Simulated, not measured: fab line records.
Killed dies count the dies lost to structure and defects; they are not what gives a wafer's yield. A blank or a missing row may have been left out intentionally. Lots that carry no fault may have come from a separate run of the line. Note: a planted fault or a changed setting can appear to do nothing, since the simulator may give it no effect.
Chamber matching -- flow n5 finfet -- N5_FIN_SAQP_SPACER2_ETCHBACK_29 on rie diel-04 has 4 sister chambers
The step etches SiO2 in CHF3/O2, target depth 12.2 nm, time 6.1 s. 4 wafers are shown with their chamber, then 7 later ones without.

== EACH WAFER AND ITS CHAMBER ==
wafer,chamber,drypump motor current A (A)
L079.2,0,6.20
L084.5,2,5.46
L085.1,3,6.14
L085.4,1,5.43

== WAFERS WITH NO CHAMBER GIVEN ==
wafer,drypump motor current A (A)
L085.5,6.20
L087.1,5.40
L087.4,6.12
L087.5,6.22
L095.1,6.13
L095.4,5.41
L095.5,6.13

== THE CHAMBER EACH PASSED THROUGH ==
wafer,from the rows above,in truth
L085.5,0,0
L087.1,can't be placed: 1 or 2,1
L087.4,3,3
L087.5,0,0
L095.1,3,3
L095.4,can't be placed: 1 or 2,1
L095.5,3,3
Correctly placed: 5 of 7. Can't be placed from these rows: 2 (the true chamber is among the candidates in 2). 0 placed wrongly.
How it was worked out, from the rows above alone: a wafer's distance from a chamber is the root of the sum, over the readings, of the square of ((its reading less the chamber's mean) divided by the reading's scatter). The wafer belongs to the nearest chamber; if the next one is less than 2 further off, it can't be placed. Each chamber's mean is taken over the wafers shown for it. The scatter: root of mean squared gap, hidden wafer to nearest shown wafer, with one shown wafer a chamber.
